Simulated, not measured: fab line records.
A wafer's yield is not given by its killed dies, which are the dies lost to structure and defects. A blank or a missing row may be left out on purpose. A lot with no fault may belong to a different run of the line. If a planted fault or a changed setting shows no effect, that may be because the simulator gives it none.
Which tool is to blame?    flow n5_finfet    13 lots, 37 wafers sampled, at 4 steps of a route of 1938

== WHAT THE GAUGES SHOWED, per wafer ==
N5_BEOL_M13_CD_MEAS_10 targets a cd of 190 nm.
lot   measured      on         cd_nm (nm)
L848  day 12 09:16  cd_sem-02  191.3 190.7 191.6
L847  day 12 10:14  cd_sem-01  189.4 189.8 188.9
L850  day 12 18:32  cd_sem-02  190.1 191.8 191.3
L851  day 12 18:48  cd_sem-02  191.1 191.3 189.8
L849  day 13 02:01  cd_sem-01  189.1 187.5 188.9
L853  day 13 07:38  cd_sem-01  192.1 193.6 191.5
L852  day 13 09:49  cd_sem-03  192.1 192.1 192.2
L855  day 14 12:41  cd_sem-01  188.8 188.5 189.2
L856  day 14 20:45  cd_sem-02  191.4 191.3 192.2
L861  day 16 08:00  cd_sem-01  191.8 193.4
L865  day 17 01:05  cd_sem-02  193.3 193.8
L869  day 18 01:44  cd_sem-03  192.2 190.9 191.6
L868  day 18 01:46  cd_sem-01  192.8 192.8 192.7

N5_BEOL_M13_CD_MEAS_28 targets a cd of 209.5 nm.
lot   measured      on         cd_nm (nm)
L848  day 12 10:13  cd_sem-03  209.3 211.2 209.6
L847  day 12 11:16  cd_sem-03  209.8 209.0 207.1
L850  day 12 19:51  cd_sem-01  208.8 208.6 209.8
L851  day 12 19:55  cd_sem-02  209.6 210.7 210.0
L849  day 13 03:49  cd_sem-03  209.5 208.9 208.7
L853  day 13 09:37  cd_sem-03  209.0 209.1 209.1
L852  day 13 10:46  cd_sem-01  210.6 209.3 209.5
L855  day 14 13:52  cd_sem-02  211.8 211.4 211.1
L856  day 14 21:49  cd_sem-01  208.9 209.5 208.4
L861  day 16 08:58  cd_sem-03  208.8 210.8
L865  day 17 02:09  cd_sem-03  205.4 209.3
L869  day 18 03:16  cd_sem-01  209.9 209.8 208.8
L868  day 18 03:35  cd_sem-03  209.8 209.3 208.8

N5_BEOL_M13_OVL_MEAS_29.
lot   measured      on          M13_OVL (nm)
L848  day 12 10:15  overlay-02  -7 -5 -3
L847  day 12 11:17  overlay-02  5 -4 0
L850  day 12 19:53  overlay-01  3 2 0
L851  day 12 19:56  overlay-01  6 -1 -5
L849  day 13 03:50  overlay-02  3 0 0
L853  day 13 09:38  overlay-01  8 2 13
L852  day 13 10:49  overlay-02  3 -1 0
L855  day 14 13:53  overlay-01  5 1 11
L856  day 14 21:51  overlay-01  11 15 9
L861  day 16 08:59  overlay-02  8 2
L865  day 17 02:11  overlay-01  -3 0
L869  day 18 03:17  overlay-02  3 -6 4
L868  day 18 03:37  overlay-02  4 6 4

== WHICH TOOL RAN EACH LOT (tool, then ch and the chambers of the sampled wafers, then the start) ==
lot   N5_BEOL_M13_PEB_26
L848  litho_track-03 ch 0, day 12 10:06
L847  litho_track-04 ch 0, day 12 11:09
L850  litho_track-04 ch 0, day 12 19:44
L851  litho_track-05 ch 0, day 12 19:48
L849  litho_track-04 ch 0, day 13 03:41
L853  litho_track-03 ch 0, day 13 09:30
L852  litho_track-04 ch 0, day 13 10:40
L855  litho_track-04 ch 0, day 14 13:44
L856  litho_track-04 ch 0, day 14 21:43
L861  litho_track-05 ch 0, day 16 08:50
L865  litho_track-05 ch 0, day 17 02:02
L869  litho_track-04 ch 0, day 18 03:08
L868  litho_track-04 ch 0, day 18 03:29
- N5_BEOL_M13_PEB_26: peb time 90 s.

== WHAT THE TOOLS THEMSELVES READ (means of the sampled wafers that have a number; where no wafer has one, the mark that the record gives instead) ==
N5_BEOL_M13_PEB_26.
lot   tool            chill_plate_temp_C (C)  exhaust_pa (Pa)  heater_power_total_W (W)
L848  litho_track-03  22.81                   44.9             172.6
L847  litho_track-04  22.94                   44.0             172.1
L850  litho_track-04  23.00                   44.7             172.5
L851  litho_track-05  23.00                   45.7             172.1
L849  litho_track-04  23.16                   45.2             171.8
L853  litho_track-03  22.85                   45.6             172.1
L852  litho_track-04  22.91                   44.8             173.0
L855  litho_track-04  22.94                   45.6             172.3
L856  litho_track-04  22.97                   43.0             172.6
L861  litho_track-05  23.04                   45.2             175.5
L865  litho_track-05  22.76                   44.0             175.9
L869  litho_track-04  22.87                   44.1             171.9
L868  litho_track-04  22.99                   45.6             172.8

== THE ANSWER, worked out from the rows above alone ==
Rule: what is usual is taken from the lots themselves. The widest of any qualifying gaps counts: lots, ordered by their means at a reading, are off when they make up no more than a third of the lots, leave a main group of 4 or more, and stand apart from it by 3 or more times the standard deviation of that group's means. A main group is skipped when, at the precision printed for the reading in the tables above, its means are all equal. Also off: a lot with no number at a reading for which 4 or more lots have one. Any other lot the step has rows for is counted as sound. Order of review: gauges by route order, followed by the tools' own readings, for which a lot's mean as printed above is used. The first step at which some lot is off is used, and at that step the reading that is off furthest; a lot without a number counts as furthest.
Off, at N5_BEOL_M13_PEB_26 on heater_power_total_W: L861, L865. Main group: mean 172.3 W, sd 0.37.
If a tool, at that step or one of the process steps before it, ran each lot that is off and ran no sound lot following the first of them, it fits. One fits: litho_track-05 at N5_BEOL_M13_PEB_26. A fault onset in the window from L851 (day 12 19:48, its last sound lot) to L861 (day 16 08:50, its first lot off) fits.
On the lots that are off, the tool's own readings at N5_BEOL_M13_PEB_26 differ by more than 5 times the standard deviation of the sound lots' means, which bears it out; heater_power_total_W reads 175.7 W there versus 172.3 W on the sound lots.

== WHAT THE SIMULATOR HAD INSERTED ==
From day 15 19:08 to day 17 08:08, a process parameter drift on litho_track-05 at N5_BEOL_M13_PEB_26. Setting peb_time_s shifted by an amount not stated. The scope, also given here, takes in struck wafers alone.
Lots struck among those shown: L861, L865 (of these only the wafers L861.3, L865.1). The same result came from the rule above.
